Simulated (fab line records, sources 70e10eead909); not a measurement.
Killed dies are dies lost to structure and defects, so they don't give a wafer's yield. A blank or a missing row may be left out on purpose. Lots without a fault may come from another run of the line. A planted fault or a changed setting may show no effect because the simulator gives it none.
Chamber matching | flow nand_harc | NHARC_P_CONTACT_DESCUM_17 on rie_diel-09: 4 sister chambers
The step chemistry O2, time 3 s. 24 wafers are shown with their chamber, then 12 later ones without.

WAFERS WITH THEIR CHAMBER
wafer  | chamber | showerhead_plenum_p_Torr (Torr) | drypump_motor_current_A (A) | oes_product_au (a.u.)
L074.1 | 1       | 2.05                            | 5.70                        | 0.988
L074.5 | 2       | 1.80                            | 5.79                        | 0.989
L074.6 | 3       | 1.83                            | 5.55                        | 1.010
L080.3 | 0       | 1.95                            | 5.39                        | 0.995
L080.5 | 2       | 1.80                            | 5.76                        | 1.013
L080.6 | 1       | 2.05                            | 5.72                        | 0.993
L081.3 | 0       | 1.95                            | 5.37                        | 0.996
L081.4 | 1       | 2.05                            | 5.73                        | 0.989
L081.6 | 3       | 1.82                            | 5.53                        | 1.007
L082.2 | 2       | 1.80                            | 5.81                        | 1.000
L082.3 | 0       | 1.95                            | 5.34                        | 0.995
L082.6 | 3       | 1.82                            | 5.51                        | 1.024
L086.2 | 3       | 1.82                            | 5.52                        | 1.009
L086.3 | 2       | 1.79                            | 5.86                        | 0.995
L086.4 | 1       | 2.05                            | 5.72                        | 0.993
L087.1 | 1       | 2.05                            | 5.72                        | 0.994
L087.2 | 0       | 1.95                            | 5.37                        | 1.001
L087.3 | 2       | 1.79                            | 5.81                        | 0.981
L090.2 | 0       | 1.95                            | 5.37                        | 1.008
L090.3 | 3       | 1.82                            | 5.54                        | 1.016
L090.6 | 1       | 2.05                            | 5.72                        | 1.004
L091.3 | 1       | 2.05                            | 5.71                        | 0.990
L091.4 | 0       | 1.94                            | 5.38                        | 0.996
L091.6 | 2       | 1.79                            | 5.83                        | 1.004

SIGNATURES (means of the wafers above)
reading                  | chamber 0 | chamber 1 | chamber 2 | chamber 3 | scatter within a chamber
showerhead_plenum_p_Torr | 1.9483    | 2.0500    | 1.7950    | 1.8220    | 0.00396
drypump_motor_current_A  | 5.3700    | 5.7171    | 5.8100    | 5.5300    | 0.0209
oes_product_au           | 0.99850   | 0.99300   | 0.99700   | 1.01320   | 0.00753
Rule: a wafer's distance from a chamber is the root of the sum, over the readings, of the square of ((its reading less the chamber's mean) divided by the reading's scatter). The wafer belongs to the nearest chamber; if the next one is less than 2 further off, it can't be placed. The scatter: the root of (the sum of the squares of (reading less its chamber's mean) over the shown wafers, divided by (wafers less chambers)).

WAFERS WITHOUT THEIR CHAMBER
wafer  | showerhead_plenum_p_Torr (Torr) | drypump_motor_current_A (A) | oes_product_au (a.u.)
L092.2 | 2.05                            | 5.73                        | 1.000
L092.4 | 1.82                            | 5.55                        | 1.021
L092.5 | 2.05                            | 5.73                        | 1.008
L093.2 | 1.94                            | 5.41                        | 0.999
L093.3 | 1.82                            | 5.53                        | 0.999
L093.5 | 1.82                            | 5.53                        | 1.016
L095.1 | 1.82                            | 5.56                        | 1.009
L095.4 | 1.94                            | 5.33                        | 1.000
L095.6 | 1.94                            | 5.39                        | 0.997
L096.1 | 1.94                            | 5.36                        | 0.977
L096.4 | 2.05                            | 5.70                        | 0.987
L096.6 | 1.82                            | 5.55                        | 1.015

WHICH CHAMBER EACH WENT THROUGH
wafer  | from the rows above | in truth
L092.2 | 1                   | 1
L092.4 | 3                   | 3
L092.5 | 1                   | 1
L093.2 | 0                   | 0
L093.3 | 3                   | 3
L093.5 | 3                   | 3
L095.1 | 3                   | 3
L095.4 | 0                   | 0
L095.6 | 0                   | 0
L096.1 | 0                   | 0
L096.4 | 1                   | 1
L096.6 | 3                   | 3
Placed correctly: 12 of 12. Can't be placed from these rows: 0. Placed wrongly: 0.
